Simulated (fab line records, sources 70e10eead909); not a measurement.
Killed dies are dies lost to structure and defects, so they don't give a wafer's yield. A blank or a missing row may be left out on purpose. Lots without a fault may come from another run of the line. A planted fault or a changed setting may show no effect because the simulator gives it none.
A struck lot beside a sound one | flow nand_harc | 14 steps out of a route of 1159
Sound: wafers L520.2, L520.5, L520.6. Struck: wafers L514.1, L514.4, L514.5. The cause comes at the end.
At each step with rows: each side's tool, then ch and its chambers, then its first start. Under that, the readings that differ: sound wafers | struck wafers | difference of the means | sigmas: that difference in standard deviations of wafers without a fault.
alike: readings whose means differ by less than 2 such deviations, and words and numbers that are the same on both sides. not compared: withheld readings, readings that some wafer has no value for, bounds like >300 that may hide the same value, and numbers for which the record gives no deviation and whose values overlap.
The two part at a step that has a row with sigmas, a row that says differs or no value, or rows on one side only. Numbers that don't overlap but have no deviation are shown without sigmas and don't part them. A reading that every wafer of one side lacks parts them only if that side has two wafers or more.

first, 4 steps without rows for these wafers: NHARC_A_STAIRCASE_EXPOSE_307 (exposes mask CHOP 50); NHARC_A_STAIRCASE_PEB_308 (peb time 130 s); NHARC_A_STAIRCASE_DEVELOP_309 (time 140 s); NHARC_A_STAIRCASE_HARDBAKE_311 (time 140 s).
NHARC_A_STAIRCASE_DESCUM_312: chemistry O2, time 3 s.
  sound on rie_diel-12 ch 0,1,3, day 16 07:11; struck on rie_diel-12 ch 1,2,3, day 15 03:34
  alike: drypump_motor_current_A, oes_product_au, rf_vpp_V, showerhead_plenum_p_Torr, throttle_valve_pct
  not compared: rf_hours_counter_h
NHARC_A_STAIRCASE_ETCH_313: etches the open film in CF4/CHF3.
  sound on rie_diel-12 ch 0,1,3, day 16 07:17; struck on rie_diel-12 ch 0,1, day 15 03:40
  alike: chf3_flow_sccm, drypump_motor_current_A, oes_product_au, rf_vpp_V, showerhead_plenum_p_Torr, throttle_valve_pct
  not compared: rf_hours_counter_h
NHARC_A_STAIRCASE_HM_OPEN_463: chemistry O2/COS.
  sound on rie_diel-12 ch 0,2,3; struck on rie_diel-12 ch 0,2
  alike: drypump_motor_current_A, oes_product_au, rf_vpp_V, showerhead_plenum_p_Torr, throttle_valve_pct
  not compared: rf_hours_counter_h
then, 1 step without rows for these wafers: NHARC_A_STAIRCASE_STRIP_464 (strips in O2/COS).
NHARC_A_STAIRCASE_ETCH_453: etches the open film in CF4/O2, target depth 30 nm, overetch 3 nm, time 16.5 s.
  sound on rie_diel-12 ch 1,2; struck on rie_diel-12 ch 0,2
  alike: drypump_motor_current_A, oes_f_703_au, oes_o_777_au, oes_product_au, rf_vpp_V, showerhead_plenum_p_Torr, throttle_valve_pct
  not compared: rf_hours_counter_h
then, 1 step without rows for these wafers: NHARC_A_STAIRCASE_ETCH_315 (etches the open film in C4F8/O2/Ar, target depth 2500 nm, time 607.1 s).
NHARC_A_STAIRCASE_STRIP_316: strips in O2.
  sound on rie_diel-12 ch 1,2; struck on rie_diel-12 ch 0,1,3
  alike: chamber_pressure_mTorr, drypump_motor_current_A, oes_product_au, rf_vpp_V, showerhead_plenum_p_Torr, throttle_valve_pct
  not compared: rf_hours_counter_h
NHARC_A_STAIRCASE_STRIP_317: strips in SPM, time 900 s.
  sound on wet_bench-05 ch 0,1,5, day 16 08:37; struck on wet_bench-07 ch 0,4,6, day 15 05:01
  no value came back on the struck wafers for bath_guard_temp_C (C), bath_heat_duty_pct (%); on the sound wafers bath_guard_temp_C (C) reads 129.9 130.4 129.9
then, 1 step without rows for these wafers: NHARC_A_STAIRCASE_PRECLEAN_318 (cleans in SC1).
-- the record jumps here: 7 days lie between the struck wafers' starts before and after (it left off in module A_STAIRCASE and takes up again in module END, whose first step shown is number 1159 of the route) --
NHARC_END_SORT_01:
  the record has rows for the struck wafers here (prober-01 ch 0, day 22 04:35) and none for the sound ones

WHERE THEY PART
First at NHARC_A_STAIRCASE_STRIP_317; last, within this record, at NHARC_END_SORT_01.

WHY: what the simulator had put in
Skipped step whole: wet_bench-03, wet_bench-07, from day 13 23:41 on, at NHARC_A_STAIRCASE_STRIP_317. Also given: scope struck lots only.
